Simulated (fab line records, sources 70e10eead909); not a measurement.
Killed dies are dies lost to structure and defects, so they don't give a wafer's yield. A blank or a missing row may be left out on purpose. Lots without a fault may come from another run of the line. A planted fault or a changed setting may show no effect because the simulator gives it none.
Tool commonality check | flow nand_harc | 3 lots, 9 wafers sampled

WHY IT WAS OPENED
At NHARC_END_SORT_01 the reading killed_at_other is flagged on 2 of 3 lots. Wafers without a fault read 0.7, standard deviation 0.92.
Rule: a lot is flagged when every wafer of it that has a number lies more than 4 standard deviations from that mean, or none has a number. The other lots count as sound.

lot  | measured     | on        | killed_at_other, wafer by wafer | flag
L526 | day 19 12:09 | prober-01 | 0 1 0                           |
L545 | day 24 10:29 | prober-01 | 633 631 620                     | FLAGGED
L544 | day 24 17:32 | prober-01 | 650 647 646                     | FLAGGED
The numbers of the flagged lots are 637.8 on average: +637.1 against the usual, or +99 or more standard deviations.

WHICH TOOL RAN EACH LOT
The record holds 4 process steps before the reading, out of a route of 1159 steps. In each cell: the tool, then ch and the chambers that the sampled wafers went through, then the start.
lot  | flag    | NHARC_A_BONDPAD_PRE_CLEAN_26            | NHARC_THIN_TSV_ETCH_44             | NHARC_THIN_TSV_STRIP_62              | NHARC_THIN_TSV_ANNEAL_52
L526 |         | pvd_sputter-02, day 18 17:09 or earlier | rie_diel-10 ch 0,1, day 18 17:09   | plasma_asher-02 ch 0,1, day 18 19:53 | rtp_anneal-02 ch 0, day 18 21:16
L545 | FLAGGED | pvd_sputter-03, day 23 19:37 or earlier | rie_diel-03 ch 0,1, day 23 19:37   | plasma_asher-02 ch 0,1, day 23 22:01 | rtp_anneal-01 ch 0, day 23 23:25
L544 | FLAGGED | pvd_sputter-01, day 24 01:38 or earlier | rie_diel-03 ch 0,1,2, day 24 01:38 | plasma_asher-02 ch 0,1, day 24 04:00 | rtp_anneal-01 ch 0, day 24 05:23
What these steps do:
- NHARC_A_BONDPAD_PRE_CLEAN_26: time 30 s.
- NHARC_THIN_TSV_ETCH_44: etches the open film in CF4/O2, target depth 1594.2 nm, time 797.1 s.
- NHARC_THIN_TSV_STRIP_62: strips in N2/H2, time 20 s.
- NHARC_THIN_TSV_ANNEAL_52: time 90 s.
- NHARC_END_SORT_01

FLAGGED OVER TOTAL, TOOL BY TOOL (the gauges that took the reading come last)
step                         | tool            | lots run | flagged | share of the flagged lots | sound lots run after its first flagged lot
NHARC_A_BONDPAD_PRE_CLEAN_26 | pvd_sputter-01  | 1        | 1       | some                      | 0
NHARC_A_BONDPAD_PRE_CLEAN_26 | pvd_sputter-02  | 1        | 0       | none                      | -
NHARC_A_BONDPAD_PRE_CLEAN_26 | pvd_sputter-03  | 1        | 1       | some                      | 0
NHARC_THIN_TSV_ETCH_44       | rie_diel-03     | 2        | 2       | all                       | 0
NHARC_THIN_TSV_ETCH_44       | rie_diel-10     | 1        | 0       | none                      | -
NHARC_THIN_TSV_STRIP_62      | plasma_asher-02 | 3        | 2       | all                       | 0
NHARC_THIN_TSV_ANNEAL_52     | rtp_anneal-01   | 2        | 2       | all                       | 0
NHARC_THIN_TSV_ANNEAL_52     | rtp_anneal-02   | 1        | 0       | none                      | -
NHARC_END_SORT_01            | prober-01       | 3        | 2       | all                       | 0
NHARC_A_BONDPAD_PRE_CLEAN_26 gives no start for some lots, so the hours and the order of its lots are those of NHARC_THIN_TSV_ETCH_44.

WHAT THE TABLE ALLOWS
4 rows of the table ran every flagged lot: rie_diel-03 at NHARC_THIN_TSV_ETCH_44, plasma_asher-02 at NHARC_THIN_TSV_STRIP_62, rtp_anneal-01 at NHARC_THIN_TSV_ANNEAL_52, prober-01 at NHARC_END_SORT_01.
- rie_diel-03 at NHARC_THIN_TSV_ETCH_44: 2 of its 2 lots flagged. It ran no sound lot before its first flagged lot in this sample, so the start can't be narrowed down.
- plasma_asher-02 at NHARC_THIN_TSV_STRIP_62: 2 of its 3 lots flagged. Its last sound lot is L526 (day 18 19:53), its first flagged lot L545 (day 23 22:01): a fault that began between those two fits.
- rtp_anneal-01 at NHARC_THIN_TSV_ANNEAL_52: 2 of its 2 lots flagged. It ran no sound lot before its first flagged lot in this sample, so the start can't be narrowed down.
- prober-01 at NHARC_END_SORT_01: 2 of its 3 lots flagged. Its last sound lot is L526 (day 19 12:09), its first flagged lot L545 (day 24 10:29): a fault that began between those two fits.
Counting lots can't tell these 4 tools apart, because each fits a fault that began at some hour. More lots, or a look at what each step does to the wafer, might.

WHAT THE SIMULATOR HAD PUT IN
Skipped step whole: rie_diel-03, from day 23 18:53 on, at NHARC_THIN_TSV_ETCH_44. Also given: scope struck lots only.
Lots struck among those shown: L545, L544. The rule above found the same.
